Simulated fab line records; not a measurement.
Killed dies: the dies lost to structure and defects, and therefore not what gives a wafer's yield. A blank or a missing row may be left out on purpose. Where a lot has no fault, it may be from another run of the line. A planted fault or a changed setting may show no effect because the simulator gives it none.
Struck lot and sound lot, side by side | flow nand-harc | 40 out of 1302 route steps
Sound: wafers L264.1, L264.2, L264.4. The struck wafers were L271.2, L271.3, L271.4. At the end, the cause is stated.
Each step with rows lists, per side, the tool, then ch with its chambers, then its first start. Under that, the readings that differ: sound wafers | struck wafers | difference of the means | sigmas: that difference in standard deviations of wafers without a fault.
alike: a reading whose means differ by less than 2 such deviations, as well as words and numbers matching on both sides. not compared: withheld readings; readings where some wafer has no value; bounds like >300 that might hide an equal value; numbers whose values overlap and for which the record gives no deviation.
The two part at a step that has a row with sigmas, a row that says differs or no value, or rows on one side only. Non-overlapping numbers with no deviation appear without sigmas and do not part them. A reading that every wafer of one side lacks parts them only if that side has two wafers or more.

NHARC_P_CONTACT_DESCUM_17: chemistry O2, time 3 s.
  sound on rie-diel-13 ch 0,1,3, day 8 19:56; struck on rie-diel-13 ch 0,1,2, day 12 00:30
  reading                | sound       | struck      | difference | sigmas
  rf-hours-counter-h (h) | 0.2 0.1 0.2 | 2.0 2.1 2.3 | +2.0       |
  alike: chamber-pressure-mTorr, drypump-motor-current-A, oes-product-au, rf-vpp-V, showerhead-plenum-p-Torr, throttle-valve-pct
NHARC_P_CONTACT_ETCH_35: etches the open film in CF4, target depth 39 nm, time 65 s.
  sound on rie-diel-13 ch 0,2,3, day 8 20:01; struck on rie-diel-13 ch 0,1,3, day 12 00:35
  reading                | sound       | struck      | difference | sigmas
  rf-hours-counter-h (h) | 0.2 0.2 0.3 | 2.1 2.3 2.4 | +2.0       |
  alike: chamber-pressure-mTorr, drypump-motor-current-A, oes-product-au, rf-vpp-V, showerhead-plenum-p-Torr, throttle-valve-pct
then, 1 step without rows for these wafers: NHARC_P_CONTACT_ETCH_36 (etches the open film in N2/H2, target depth 260 nm, time 406.25 s).
NHARC_P_CONTACT_ETCH_18: etches the open film in C4F8/O2/Ar, target depth 481 nm, time 240.5 s.
  sound on rie-diel-13 ch 0,2,3; struck on rie-diel-13 ch 0,1,2
  reading                | sound       | struck      | difference | sigmas
  rf-hours-counter-h (h) | 0.5 0.5 0.4 | 2.4 2.6 2.2 | +1.9       |
  alike: chamber-pressure-mTorr, oes-product-au, rf-vpp-V
then, 2 steps without rows for these wafers: NHARC_P_CONTACT_STRIP_37 (strips in C4F8/O2/Ar); NHARC_P_CONTACT_ETCH_31 (etches the open film in CH3F/O2, target depth 30 nm, time 85.7 s).
NHARC_P_CONTACT_CD_MEAS_19:
  sound on cd-sem-01, day 8 20:48; struck on cd-sem-02, day 12 01:22
  alike: cd-nm
then, 5 steps without rows for these wafers: NHARC_P_CONTACT_STRIP_28 (strips in O2); NHARC_P_CONTACT_STRIP_29 (strips in post etch residue remover, time 1200 s); NHARC_P_CONTACT_DEGAS_38 (time 60 s); NHARC_P_CONTACT_PRE_CLEAN_39 (time 19.5 s); NHARC_P_CONTACT_PVD_32 (deposits Ti, target thk 5 nm, time 17.7 s).
NHARC_P_CONTACT_ALD_22: deposits TiN, target thk 3 nm, pulse time 1 s, ald cycles 150.
  sound on ald-metal-04 ch 0,1,2, day 8 21:46; struck on ald-metal-04 ch 1,2,3, day 12 02:19
  alike: heater-power-outer-w, heater-power-w, precursor-pulse-height-rel
NHARC_P_CONTACT_CVD_23: deposits W, target thk 200 nm, time 557 s.
  sound on cvd-w-02 ch 0,1; struck on cvd-w-02 ch 0,1
  alike: chamber-pressure-Torr, heater-power-outer-w, heater-power-w, throttle-valve-pct
then, 12 steps without rows for these wafers: NHARC_P_CONTACT_CMP_24 (polishes, t overpolish 30 s, target thk 200 nm); NHARC_P_CONTACT_SRD_26; NHARC_P_M0_DEP_00 (deposits SiOC, target thk 150 nm); NHARC_P_M0_DEHYDRATE_01 (time 120 s); NHARC_P_M0_HMDS_02 (time 30 s); NHARC_P_M0_COAT_33 (time 65 s); NHARC_P_M0_COAT_03 (resist thk 90 nm); NHARC_P_M0_SOFTBAKE_04 (time 55 s); NHARC_P_M0_EBR_05; NHARC_P_M0_EXPOSE_06 (exposes mask P M0, target cd 90 nm); NHARC_P_M0_PEB_07 (peb time 65 s); NHARC_P_M0_DEVELOP_08 (develop time 35 s).
NHARC_P_M0_CD_MEAS_09 targets a cd of 90 nm.
  sound on cd-sem-02 ch 0, day 8 23:55; struck on cd-sem-02 ch 0, day 12 04:28
  alike: cd-nm
NHARC_P_M0_OVL_MEAS_10: pitch 180 nm.
  sound on overlay-01, day 9 00:01; struck on overlay-01, day 12 04:33
  alike: overlay-x-nm, overlay-y-nm
NHARC_P_M0_DESCUM_14: chemistry O2, time 3 s.
  sound on rie-diel-03 ch 0,2,3, day 9 00:07; struck on rie-diel-03 ch 1,2,3, day 12 04:38
  reading                | sound    | struck   | difference | sigmas
  rf-hours-counter-h (h) | 14 15 10 | 22 18 24 | +8         |
  alike: chamber-pressure-mTorr, drypump-motor-current-A, oes-product-au, rf-vpp-V, showerhead-plenum-p-Torr, throttle-valve-pct
then, 2 steps without rows for these wafers: NHARC_P_M0_ETCH_34 (etches the open film in N2/H2, target depth 40 nm, overetch 12 nm, time 43.94 s); NHARC_P_M0_ETCH_15 (etches the open film in C4F8/Ar, target depth 150 nm, overetch 15 nm, time 82.5 s).
NHARC_P_M0_CD_MEAS_16:
  sound on cd-sem-01, day 9 00:24; struck on cd-sem-02, day 12 04:56
  alike: cd-nm
then, 7 steps without rows for these wafers: NHARC_P_M0_STRIP_18 (strips in N2/H2); NHARC_P_M0_STRIP_19 (strips in post etch residue remover, time 600 s); NHARC_P_M0_DEGAS_28 (time 60 s); NHARC_P_M0_PRE_CLEAN_29 (time 30 s); NHARC_P_M0_PVD_20 (deposits TaN, target thk 5 nm, time 8.06 s); NHARC_P_M0_PVD_21 (deposits Cu, target thk 30 nm, time 20.49 s); NHARC_P_M0_ECD_22 (material Cu, target thk 400 nm).
-- break in the record here, with 18 days between the starts of the struck wafers on either side (left off in module P_M0, picked up again in module END, where the first step shown is number 1302 on the route) --
NHARC_END_SORT_01:
  only the struck wafers appear in the record here, on prober-01 ch 0 at day 30 11:19; the sound ones have no rows

== WHERE THEY PART ==
Only at NHARC_END_SORT_01, as far as this record shows.

WHY: whatever the simulator had introduced
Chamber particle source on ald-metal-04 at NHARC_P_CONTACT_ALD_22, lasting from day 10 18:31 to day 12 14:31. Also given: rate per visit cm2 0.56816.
